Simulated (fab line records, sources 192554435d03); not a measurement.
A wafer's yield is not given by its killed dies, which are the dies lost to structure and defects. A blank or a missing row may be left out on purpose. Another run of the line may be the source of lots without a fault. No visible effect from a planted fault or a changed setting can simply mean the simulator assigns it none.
Which tool is to blame? -- flow n5 finfet -- route of 1938 steps, sampled at 1 step: 12 lots, 32 wafers

## WHAT EACH GAUGE READ, for each wafer
N5_BEOL_M7_CD_MEAS_35: target cd 40 nm.
lot,measured,on,cd nm (nm)
L259,day 9 03:01,cd sem-03,39.7 40.0 40.3
L261,day 10 05:46,cd sem-02,41.1 40.7 40.2
L262,day 10 09:10,cd sem-01,40.0 39.8 40.1
L263,day 10 14:01,cd sem-03,40.7 40.0 40.3
L266,day 11 12:10,cd sem-01,41.0 41.4
L270,day 12 03:04,cd sem-01,39.8 40.7 39.3
L272,day 12 07:40,cd sem-02,41.9 41.7 40.9
L275,day 13 11:40,cd sem-02,40.4 39.6 40.2
L277,day 13 21:03,cd sem-03,40.6 40.5 40.5
L276,day 14 00:26,cd sem-02,40.2 40.4
L279,day 14 16:03,cd sem-01,39.8 39.8
L280,day 14 20:23,cd sem-02,41.5 39.8

## WHICH TOOL RAN EACH LOT (tool, then ch and the chambers of the sampled wafers, then the start)
Record: no process step prior to these readings.

## WHAT THE TOOLS THEMSELVES READ (means of the sampled wafers that have a number; where no wafer has one, the mark that the record gives instead)
The record holds no such reading with a usual standard deviation.

## THE ANSWER, worked out from the rows above alone
Rule: the lots themselves supply what counts as usual. The widest of any qualifying gaps counts: lots, ordered by their means at a reading, are off when they make up no more than a third of the lots, leave a main group of 4 or more, and stand apart from it by 3 or more times the standard deviation of that group's means. If all means in a main group match to the digits the tables above print for the reading, that group is not used. Also off: a lot with no number at a reading for which 4 or more lots have one. The other lots that the step has rows for count as sound. First the gauges in route order, then the tools' own readings, where a lot's mean is used as printed above. At the first step where some lot is off, the reading lying furthest off is the one used; lots without a number count as furthest.
Across all readings shown, no lot is off: no conclusion can be drawn from this.

## WHAT WAS PUT IN BY THE SIMULATOR
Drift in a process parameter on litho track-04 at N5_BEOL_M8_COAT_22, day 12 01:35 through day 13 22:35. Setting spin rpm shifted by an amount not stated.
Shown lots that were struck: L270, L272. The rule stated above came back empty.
